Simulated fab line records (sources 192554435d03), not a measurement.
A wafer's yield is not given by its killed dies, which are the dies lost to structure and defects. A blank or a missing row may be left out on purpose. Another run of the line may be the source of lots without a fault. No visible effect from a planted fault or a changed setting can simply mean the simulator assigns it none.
Chamber matching / flow n5Finfet / 4 sister chambers for N5_BEOL_M2_ALD_98 on aldSin-02
The step deposits SiO2, target thk 2.5 nm, pulse time 1 s, co reactant pulse time 1 s. 8 wafers are shown with their chamber, then 8 later ones without.

## EACH WAFER AND ITS CHAMBER
wafer=L077.2; chamber=3; heaterPowerW (W)=76; heaterPowerOuterW (W)=37
wafer=L077.5; chamber=2; heaterPowerW (W)=72; heaterPowerOuterW (W)=36
wafer=L078.1; chamber=3; heaterPowerW (W)=74; heaterPowerOuterW (W)=39
wafer=L078.5; chamber=0; heaterPowerW (W)=72; heaterPowerOuterW (W)=39
wafer=L080.3; chamber=0; heaterPowerW (W)=72; heaterPowerOuterW (W)=37
wafer=L080.5; chamber=2; heaterPowerW (W)=66; heaterPowerOuterW (W)=34
wafer=L080.6; chamber=1; heaterPowerW (W)=79; heaterPowerOuterW (W)=38
wafer=L082.1; chamber=1; heaterPowerW (W)=76; heaterPowerOuterW (W)=38

## WAFERS WHOSE CHAMBER IS MISSING
wafer=L082.3; heaterPowerW (W)=71; heaterPowerOuterW (W)=38
wafer=L082.4; heaterPowerW (W)=67; heaterPowerOuterW (W)=34
wafer=L087.2; heaterPowerW (W)=75; heaterPowerOuterW (W)=39
wafer=L087.3; heaterPowerW (W)=67; heaterPowerOuterW (W)=35
wafer=L087.5; heaterPowerW (W)=71; heaterPowerOuterW (W)=37
wafer=L092.1; heaterPowerW (W)=75; heaterPowerOuterW (W)=38
wafer=L092.2; heaterPowerW (W)=80; heaterPowerOuterW (W)=39
wafer=L092.5; heaterPowerW (W)=73; heaterPowerOuterW (W)=38

## WHICH CHAMBER EACH WENT THROUGH
wafer=L082.3; from the rows above=can't be placed: 0 or 3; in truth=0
wafer=L082.4; from the rows above=2; in truth=2
wafer=L087.2; from the rows above=can't be placed: 3 or 1 or 0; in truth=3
wafer=L087.3; from the rows above=2; in truth=2
wafer=L087.5; from the rows above=can't be placed: 0 or 3 or 2 or 1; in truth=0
wafer=L092.1; from the rows above=can't be placed: 3 or 1 or 0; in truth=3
wafer=L092.2; from the rows above=can't be placed: 1 or 3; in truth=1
wafer=L092.5; from the rows above=can't be placed: 0 or 3 or 1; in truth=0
2 of 8 placed correctly. Cannot be placed on the basis of these rows: 6; the candidates contain the true chamber in 6. 0 placed wrongly.
How it was worked out, from the rows above alone: a wafer's distance from a chamber is the root of the sum, over the readings, of the square of ((its reading less the chamber's mean) divided by the reading's scatter). The wafer belongs to the nearest chamber; if the next one is less than 2 further off, it can't be placed. For every chamber, the mean is computed from those of its wafers that are shown. The scatter is the square root of a quotient: the sum, over the shown wafers, of each reading's squared deviation from its chamber's mean, divided by wafers minus chambers.
